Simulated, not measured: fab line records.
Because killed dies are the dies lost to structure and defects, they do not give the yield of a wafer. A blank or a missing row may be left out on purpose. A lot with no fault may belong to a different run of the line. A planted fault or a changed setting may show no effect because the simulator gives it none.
The same fault as seen by 3 desks	flow n5_finfet	each desk holds nothing but its own numbers, with what lay behind them at the end

THE DEFECT DESK
What the inspections along the route counted, lot by lot: means of the sampled wafers that have a number. If a lot's mean is further than 4 standard deviations from the usual mean, the lot is out of limits and carries the mark OUT (the distance appears in the brackets).
Columns: A = raw_defect_count at N5_BEOL_M3_INSPECT_59, usual 72; B = raw_defect_count at N5_BEOL_M4_INSPECT_13, usual 401
lot	first seen here	A	B
L388	day 8 14:26	107	453
L390	day 8 17:20	85	412
L391	day 9 13:45	338 (+11) OUT	625
L403	day 12 14:21	72	481
L406	day 13 09:19	67	295
This desk's verdict: out of limits on L391, starting with L391 at day 9 13:45 (raw_defect_count at N5_BEOL_M3_INSPECT_59). Within limits: L388, L390, L403, L406.

FROM THE METROLOGY DESK
Means of the sampled wafers that have a number, per lot and without regard to the tool the lot ran on: this is what the gauges read. If a lot's mean is further than 4 standard deviations from the usual mean, the lot is out of limits and carries the mark OUT (the distance appears in the brackets). Shown here are 7 of its 15 readings, the ones lying furthest out on some lot.
Columns: A = M4_ILD_THK at N5_BEOL_M4_THK_MEAS_01, usual 78.7 nm; B = M4_OVL at N5_BEOL_M4_OVL_MEAS_12, usual -0.4 nm; C = IOFF_P at N5_BEOL_M4_RC_MEAS_101, usual 0.204 nA/um; D = ION_N at N5_BEOL_M4_RC_MEAS_101, usual 673 uA/um; E = ION_P at N5_BEOL_M4_RC_MEAS_101, usual 462 uA/um; F = VT_N at N5_BEOL_M4_RC_MEAS_101, usual 250.3 mV; G = VT_P at N5_BEOL_M4_RC_MEAS_101, usual -250.6 mV
lot	first seen here	A	B	C	D	E	F	G
L388	day 8 14:09	78.9	-0.7	0.177	670	453	251.0	-254.8
L390	day 8 17:03	79.5	-0.4	0.194	670	464	250.6	-251.8
L391	day 9 13:28	79.1	-1.4	0.225	664	460	251.1	-249.2
L403	day 12 14:04	76.6	-0.4	0.217	678	468	249.8	-248.6
L406	day 13 09:02	79.9	-0.7	0.156	656	448	254.8	-255.7
Finding of this desk: none of the 5 lots has anything out of limits.

FOR THE TOOL OWNER'S DESK: cvd_co-01
The tool's own readings at N5_BEOL_M3_CO_CAP_55 (material Co, precursor CCTBA/H2, target thk 2 nm, time 102.1 s): means of the sampled wafers that have a number, for each lot that ran on this tool. If a lot's mean is further than 4 standard deviations from the usual mean, the lot is out of limits and carries the mark OUT (the distance appears in the brackets).
Columns: A = heater_power_outer_w at N5_BEOL_M3_CO_CAP_55, usual 124 W; B = heater_power_w at N5_BEOL_M3_CO_CAP_55, usual 238 W
lot	first seen here	A	B
L390	day 8 17:08	145	271
L391	day 9 13:32	114	236
Finding of this desk: none of the 2 lots has anything out of limits.

ALL TOGETHER
The defect desk could have raised an alarm at day 9 13:45, on L391.
At the metrology desk, nothing out of limits was observed.
The desk of the tool owner found nothing out of limits.
The metrology desk has L391 on record, within its limits.
The tool owner's desk has L391 on record, within its limits.
Of the lots named, all ran N5_BEOL_M3_CO_CAP_55 on cvd_co-01.

WHAT WAS PUT IN BY THE SIMULATOR
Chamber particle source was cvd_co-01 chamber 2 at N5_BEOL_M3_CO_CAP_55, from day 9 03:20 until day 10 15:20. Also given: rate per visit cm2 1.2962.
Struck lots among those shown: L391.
Hours from the fault's start to each desk's first reading out of limits: the defect desk, 10.
